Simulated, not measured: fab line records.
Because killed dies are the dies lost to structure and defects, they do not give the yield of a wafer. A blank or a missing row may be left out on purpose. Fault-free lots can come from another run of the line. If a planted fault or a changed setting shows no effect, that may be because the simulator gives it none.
A struck lot beside a sound one -- flow n5 finfet -- 36 steps out of a route of 1938
Sound: the wafers L134.1, L134.4, L134.6. Struck: wafers L139.1, L139.5 (left out: L139.3, a lot-mate that was not struck); the cause follows at the end.
For every step that has rows: the tool of each side, followed by ch and its chambers, followed by its first start. Under that, the readings that differ: sound wafers -- struck wafers -- difference of the means -- sigmas: that difference in standard deviations of wafers without a fault.
alike: a reading whose means differ by less than 2 such deviations, as well as words and numbers matching on both sides. not compared: withheld readings; readings where some wafer has no value; bounds like >300 that might hide an equal value; numbers whose values overlap and for which the record gives no deviation.
A row with sigmas, a row that says differs or no value, or rows on one side alone: a step with any of these is where the two part. Non-overlapping numbers with no deviation appear without sigmas and do not part them. A reading that every wafer of one side lacks parts them only if that side has two wafers or more.

first, 11 steps without rows for these wafers: N5_FIN_SAQP_SRD_66 (time 30 s); N5_FIN_SAQP_RECESS_75 (chemistry HF/NH3, target SiO2, target depth 14.4 nm, afs cycles 3, sublimation time 60 s); N5_FIN_SAQP_SPACER1_ALD_24 (deposits SiO2, target thk 20.3 nm, pulse time 1 s, purge time 2 s); N5_FIN_SAQP_SPACER1_ETCHBACK_25 (etches SiO2 in CHF3/O2, target depth 24.4 nm, time 12.2 s); N5_FIN_SAQP_MANDREL1_REMOVE_56 (chemistry HBr/Cl2/O2, target a-Si, stops on SiNx, bt time 10 s); N5_FIN_SAQP_ETCH_57 (etches SiNx in CH3F/O2, target depth 32.5 nm, time 46.4 s); N5_FIN_SAQP_ETCH_65 (etches SiO2 in CF4, target depth 4 nm, time 4.4 s); N5_FIN_SAQP_MANDREL_ETCH_58 (etches a-Si in HBr/Cl2, stops on SiNx, target depth 45 nm, bt time 10 s, time 27 s); N5_FIN_SAQP_RECESS_63 (chemistry HF/NH3, target SiO2, target depth 18 nm, afs cycles 3, sublimation time 60 s); N5_FIN_SAQP_COAT_68 (time 60 s, resist thk 100 nm); N5_FIN_SAQP_ETCH_69 (etches SOC in N2/H2, stops on SiNx, target depth 150 nm).
N5_FIN_SAQP_ETCH_67: etches SiNx in CH3F/O2, target depth 30 nm.
  sound on rie diel-04 ch 0,1,3, day 5 01:05; struck on rie diel-04 ch 0,3, day 6 07:29
reading,sound,struck,difference,sigmas
model.etch.depth nm (nm),29.29 29.71 29.71,20.68 19.91,-9.27,
  alike: drypump motor current A, oes_o_777_au, oes product au, rf vpp V, showerhead plenum p Torr, throttle valve pct
  not compared: rf hours counter h
then, 22 steps without rows for these wafers: N5_FIN_SAQP_STRIP_70 (strips in N2/H2); N5_FIN_SAQP_RECESS_71 (chemistry HF/NH3, target SiO2, target depth 3 nm, afs cycles 1, sublimation time 60 s); N5_FIN_SAQP_SPACER2_ALD_28 (deposits SiO2, target thk 8.1 nm, pulse time 1 s, purge time 2 s); N5_FIN_SAQP_SPACER2_ETCHBACK_29 (etches SiO2 in CHF3/O2, target depth 12.2 nm, time 6.1 s); N5_FIN_SAQP_MANDREL2_REMOVE_60 (chemistry HBr/Cl2/O2, target a-Si, stops on SiNx, bt time 10 s); N5_FIN_SAQP_HM_OPEN_33 (chemistry CH3F/O2, target SiNx, target depth 49.4 nm, time 70.6 s); N5_FIN_SAQP_ETCH_34 (etches SiO2 in C4F6/O2, target depth 45 nm, time 15 s); N5_FIN_SAQP_STRIP_77 (strips in N2/H2, time 90 s); N5_FIN_SAQP_ETCH_64 (etches SiO2 in CF4, target depth 1.5 nm); N5_FIN_SAQP_FIN_ETCH_36 (etches the open film in HBr/Cl2/O2, target depth 120 nm, time 50.4 s); N5_FIN_SAQP_PRECLEAN_38 (cleans in O3/DIW, time 45 s); N5_FIN_SAQP_PRECLEAN_45 (cleans in dHF, time 10 s); N5_FIN_SAQP_SRD_39 (time 30 s); N5_FIN_CUT_COAT_18 (time 60 s, resist thk 230 nm); N5_FIN_CUT_COAT_19 (time 60 s, resist thk 20 nm); N5_FIN_CUT_COAT_29 (time 60 s, resist thk 10 nm); N5_FIN_CUT_COAT_02 (resist thk 30 nm); N5_FIN_CUT_EBR_04; N5_FIN_CUT_SOFTBAKE_03 (time 60 s); N5_FIN_CUT_EXPOSE_05 (exposes mask FIN CUT); N5_FIN_CUT_PEB_06 (peb time 60 s); N5_FIN_CUT_DEVELOP_07 (develop time 30 s).
-- a jump in the record: the struck wafers' starts before and after are 8 days apart (it breaks off in module FIN_CUT and resumes in module BEOL_M4, where the first step shown is number 1111 of the route) --
N5_BEOL_M4_RC_MEAS_101:
  sound on prober-01 ch 0, day 13 07:13; struck on prober-01 ch 0, day 14 10:40
  alike: DIBL_N, DIBL_P, IOFF_N, IOFF_P, ION_N, ION_P, SS_N, SS_P, VT_N, VT_P
-- the record jumps here: 5 days lie between the struck wafers' starts before and after (it left off in module BEOL_M4 and takes up again in module PASSIVATION, whose first step shown is number 1936 of the route) --
N5_PASSIVATION_PROBE_49:
  record: rows for the struck wafers here (prober-02, day 19 02:40), none for the sound ones

== WHERE THEY PART ==
Within this record, at N5_PASSIVATION_PROBE_49 only.

WHY: what the simulator had put in
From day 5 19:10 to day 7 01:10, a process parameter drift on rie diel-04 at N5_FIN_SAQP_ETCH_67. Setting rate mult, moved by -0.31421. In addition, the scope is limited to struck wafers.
